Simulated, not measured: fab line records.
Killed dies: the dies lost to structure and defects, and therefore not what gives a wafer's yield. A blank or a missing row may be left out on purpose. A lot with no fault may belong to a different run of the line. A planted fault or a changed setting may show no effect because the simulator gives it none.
Problem report in the 8D (eight disciplines) form, filled by code | flow nand harc | the parts of the form that need people (team, actions taken, sign-off) are left out

== 1. PROBLEM STATEMENT ==
Wafers without a fault read 3.3, standard deviation 2; killed at periphery at NHARC_END_SORT_01 reads a mean of 73.8 on 6 wafers belonging to 2 lots. Relative to the usual mean, that is a shift of +35 standard deviations.
Earliest sighting: wafer L734.1 on prober-02 at day 20 14:24. The record holds 6 wafers of 2 lots with a number at this step. Rule for "out" (also "out of limits"): further than 4 standard deviations from the usual mean. Any other wafer with a number is counted as sound.

== 2. WHAT IT IS, AND WHAT IT ISN'T ==
question                    | is                                  | is not
which readings at this step | killed at periphery, sort_bin_3_pct | killed at array, killed at other
which lots                  | L734, L737                          | -
which wafers of those lots  | all that have a number              | -
read on which gauges        | prober-02                           | -
when                        | from day 20 14:24                   | up to then (0 sound wafers)

== 3. SUSPECTS, AND WHAT RULES EACH OUT ==
Counting: a tool at a process step up to the reading stays a suspect if it ran every lot that is out and no sound lot after the first of them.
- the gauge at NHARC_END_SORT_01: kept. All the wafers that are out were read on prober-02, and no step on other tools shows them out.
- pvd sputter-03 at NHARC_P_M2_PVD_21 (deposits Cu, target thk 30 nm, time 20.49 s): kept. It ran every lot that is out, first L734 (day 7 00:23), and no sound lot after that.
- pecvd-02 at NHARC_A_BONDPAD_DEP_00 (deposits SiCN, target thk 250 nm): kept. It ran every lot that is out, first L734 (day 19 05:20), and no sound lot after that.
After the count, these remain: pvd sputter-03 at NHARC_P_M2_PVD_21, pecvd-02 at NHARC_A_BONDPAD_DEP_00 and prober-02 at NHARC_END_SORT_01.

== 4. THE CAUSE (what the simulator had put in) ==
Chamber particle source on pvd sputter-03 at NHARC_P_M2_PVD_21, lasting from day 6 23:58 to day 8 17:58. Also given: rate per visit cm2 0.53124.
After counting, 3 suspects remain, this tool included.

== 5. THE CHAIN OF EFFECTS, in route order ==
One row per reading whose mean, taken over the struck wafers that have a number, lies over 3 standard deviations from the usual. Only readings for which the record gives a usual standard deviation are gone through. hours: the time from each lot's start at the first step in this table that gives one to its start at this step, as a median over the lots. sigmas: the change in usual standard deviations.
hours | step              | reading              | usual  | on struck wafers | change | sigmas
0     | NHARC_END_SORT_01 | defect limited yield | 95.4 % | 86.3             | -9.1   | -5.7
0     | NHARC_END_SORT_01 | killed at periphery  | 3.3    | 73.8             | +70.5  | +35
0     | NHARC_END_SORT_01 | killed dies          | 31     | 93               | +62    | +5.6
0     | NHARC_END_SORT_01 | sort_bin_2_pct       | 1.4 %  | 5.6              | +4.2   | +6.0
0     | NHARC_END_SORT_01 | sort_bin_3_pct       | 0.24 % | 2.31             | +2.07  | +9.9
0     | NHARC_END_SORT_01 | sort n pass          | 646    | 584              | -62    | -5.6
0     | NHARC_END_SORT_01 | sort yield pct       | 95.4 % | 86.3             | -9.1   | -5.7

== 6. HOW IT WOULD HAVE BEEN CAUGHT EARLIER ==
The first out-of-limits reading at a measuring or inspecting step in this record came at day 20 14:24, 326 hours after the fault's start at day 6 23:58.
No tool reading at NHARC_P_M2_PVD_21 that has a usual standard deviation in the record was out on any struck wafer, so an alarm limit of 4 standard deviations on those readings would not have fired.
By day 20 14:24 the whole set of lots that are out, 2 in number, had already begun NHARC_P_M2_PVD_21 on pvd sputter-03. Had the tool been put on hold then, not one of them would have been saved.
